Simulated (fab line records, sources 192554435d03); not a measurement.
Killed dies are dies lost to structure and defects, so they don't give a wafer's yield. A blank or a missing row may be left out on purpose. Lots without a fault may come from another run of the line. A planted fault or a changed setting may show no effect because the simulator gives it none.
Which tool did it? | flow n5_finfet | 24 lots, 72 wafers sampled, at 3 steps of a route of 1938

WHAT THE GAUGES READ, wafer by wafer
N5_BEOL_M12_CD_MEAS_10: target cd 140 nm.
lot  | measured     | on        | cd_nm (nm)
L074 | day 11 07:29 | cd_sem-01 | 140.7 141.1 143.9
L075 | day 11 07:43 | cd_sem-03 | 138.5 140.4 140.1
L077 | day 11 07:57 | cd_sem-03 | 141.9 143.7 141.7
L076 | day 11 09:57 | cd_sem-01 | 141.6 139.6 139.0
L080 | day 12 02:22 | cd_sem-03 | 140.1 137.1 139.1
L079 | day 12 00:50 | cd_sem-01 | 139.6 139.9 140.7
L078 | day 12 02:43 | cd_sem-03 | 139.3 140.3 140.6
L081 | day 12 08:33 | cd_sem-02 | 142.1 144.8 140.8
L082 | day 12 20:06 | cd_sem-02 | 139.3 138.6 138.7
L083 | day 12 21:33 | cd_sem-01 | 141.7 140.3 140.9
L084 | day 13 06:18 | cd_sem-01 | 142.6 141.0 141.0
L086 | day 13 08:46 | cd_sem-02 | 139.1 139.9 141.8
L085 | day 13 15:35 | cd_sem-03 | 138.9 140.9 141.9
L087 | day 14 07:36 | cd_sem-03 | 143.6 138.9 142.5
L088 | day 14 15:15 | cd_sem-03 | 143.0 139.0 139.8
L090 | day 14 15:02 | cd_sem-02 | 139.6 142.2 143.5
L092 | day 14 23:17 | cd_sem-03 | 143.0 140.9 139.9
L089 | day 15 07:46 | cd_sem-01 | 140.4 141.3 139.9
L091 | day 15 09:23 | cd_sem-03 | 141.5 142.0 141.3
L093 | day 15 14:49 | cd_sem-03 | 139.8 142.8 141.6
L094 | day 16 04:59 | cd_sem-02 | 141.8 139.8 141.1
L095 | day 16 06:14 | cd_sem-03 | 142.3 140.4 141.7
L096 | day 16 15:17 | cd_sem-03 | 136.9 138.5 139.2
L097 | day 16 23:35 | cd_sem-02 | 141.6 141.3 142.7

WHICH TOOL RAN EACH LOT (tool, then ch and the chambers of the sampled wafers, then the start)
lot  | N5_BEOL_M10_CURE_72           | N5_BEOL_M11_DEGAS_44
L074 | uv_cure-02 ch 0, day 10 21:03 | pvd_sputter-03, day 11 04:49
L075 | uv_cure-03 ch 2, day 10 21:34 | pvd_sputter-03, day 11 05:10
L077 | uv_cure-01 ch 1, day 10 21:34 | pvd_sputter-03, day 11 04:59
L076 | uv_cure-01 ch 0, day 10 22:03 | pvd_sputter-03, day 11 06:04
L080 | uv_cure-02 ch 0, day 11 15:25 | pvd_sputter-01, day 12 00:03
L079 | uv_cure-01 ch 0, day 11 15:25 | pvd_sputter-01, day 11 22:34
L078 | uv_cure-03 ch 1, day 11 16:23 | pvd_sputter-01, day 12 00:16
L081 | uv_cure-02 ch 1, day 11 22:04 | pvd_sputter-02, day 12 06:07
L082 | uv_cure-03 ch 1, day 12 07:50 | pvd_sputter-03, day 12 17:53
L083 | uv_cure-03 ch 1, day 12 12:02 | pvd_sputter-03, day 12 18:44
L084 | uv_cure-03 ch 2, day 12 19:38 | pvd_sputter-02, day 13 03:56
L086 | uv_cure-01 ch 1, day 12 21:47 | pvd_sputter-03, day 13 06:19
L085 | uv_cure-03 ch 1, day 13 06:14 | pvd_sputter-03, day 13 13:29
L087 | uv_cure-02 ch 2, day 13 18:37 | pvd_sputter-01, day 14 04:26
L088 | uv_cure-01 ch 2, day 14 03:08 | pvd_sputter-01, day 14 13:03
L090 | uv_cure-03 ch 0, day 14 04:16 | pvd_sputter-03, day 14 12:49
L092 | uv_cure-01 ch 0, day 14 12:05 | pvd_sputter-02, day 14 20:32
L089 | uv_cure-02 ch 0, day 14 19:43 | pvd_sputter-01, day 15 05:15
L091 | uv_cure-03 ch 0, day 14 20:27 | pvd_sputter-03, day 15 05:59
L093 | uv_cure-03 ch 1, day 15 04:44 | pvd_sputter-01, day 15 11:02
L094 | uv_cure-02 ch 0, day 15 11:49 | pvd_sputter-01, day 16 01:22
L095 | uv_cure-02 ch 1, day 15 13:35 | pvd_sputter-03, day 16 03:57
L096 | uv_cure-02 ch 2, day 16 03:35 | pvd_sputter-03, day 16 13:02
L097 | uv_cure-02 ch 0, day 16 13:01 | pvd_sputter-02, day 16 21:35
- N5_BEOL_M10_CURE_72: cures SiCOH lowk, time 120 s.
- N5_BEOL_M11_DEGAS_44: time 60 s.

WHAT THE TOOLS THEMSELVES READ (means of the sampled wafers that have a number; where no wafer has one, the mark that the record gives instead)
N5_BEOL_M10_CURE_72.
lot  | tool       | lamp_power_pct (%) | wafer_temp_C_max
L074 | uv_cure-02 | 52.31              | 371.3
L075 | uv_cure-03 | 52.24              | 371.8
L077 | uv_cure-01 | 52.29              | 372.5
L076 | uv_cure-01 | 52.34              | 372.4
L080 | uv_cure-02 | 52.31              | 370.8
L079 | uv_cure-01 | 52.33              | 372.2
L078 | uv_cure-03 | 52.32              | 371.8
L081 | uv_cure-02 | 52.28              | 370.7
L082 | uv_cure-03 | 52.26              | 372.0
L083 | uv_cure-03 | 52.29              | 371.8
L084 | uv_cure-03 | 52.26              | 371.6
L086 | uv_cure-01 | 52.29              | 372.8
L085 | uv_cure-03 | 52.28              | 371.1
L087 | uv_cure-02 | 52.33              | 372.3
L088 | uv_cure-01 | 52.29              | 372.5
L090 | uv_cure-03 | 52.28              | 372.7
L092 | uv_cure-01 | 52.28              | 372.5
L089 | uv_cure-02 | 52.33              | 371.1
L091 | uv_cure-03 | 52.28              | 372.6
L093 | uv_cure-03 | 52.33              | 371.6
L094 | uv_cure-02 | 52.36              | 370.8
L095 | uv_cure-02 | 52.29              | 370.9
L096 | uv_cure-02 | 52.28              | 371.9
L097 | uv_cure-02 | 52.39              | 370.8

N5_BEOL_M11_DEGAS_44.
lot  | tool           | heater_power_w (W)
L074 | pvd_sputter-03 | 319
L075 | pvd_sputter-03 | 382
L077 | pvd_sputter-03 | 341
L076 | pvd_sputter-03 | 309
L080 | pvd_sputter-01 | 332
L079 | pvd_sputter-01 | 335
L078 | pvd_sputter-01 | 329
L081 | pvd_sputter-02 | 320
L082 | pvd_sputter-03 | 310
L083 | pvd_sputter-03 | 346
L084 | pvd_sputter-02 | 302
L086 | pvd_sputter-03 | 346
L085 | pvd_sputter-03 | 343
L087 | pvd_sputter-01 | 336
L088 | pvd_sputter-01 | 334
L090 | pvd_sputter-03 | 346
L092 | pvd_sputter-02 | 324
L089 | pvd_sputter-01 | 325
L091 | pvd_sputter-03 | 352
L093 | pvd_sputter-01 | 329
L094 | pvd_sputter-01 | 327
L095 | pvd_sputter-03 | 341
L096 | pvd_sputter-03 | 354
L097 | pvd_sputter-02 | 317

THE ANSWER, worked out from the rows above alone
Rule: what is usual is taken from the lots themselves. Put in order of their means at a reading, lots are off if they are a third of the lots or fewer, leave a main group of 4 or more, and stand apart from it by a gap of 3 or more times the standard deviation of the main group's means; of several such gaps the widest counts. A main group whose means are all the same, to the digits that the tables above print for the reading, isn't used. A lot without any number at a reading at which 4 lots or more have one is off too. The other lots that the step has rows for count as sound. The gauges are gone through in route order, then the tools' own readings, and for those a lot's mean is taken as printed above. The first step at which some lot is off is used, and at that step the reading that is off furthest; a lot without a number counts as furthest.
No lot is off at any reading shown: from this, nothing can be told.

WHAT THE SIMULATOR HAD PUT IN
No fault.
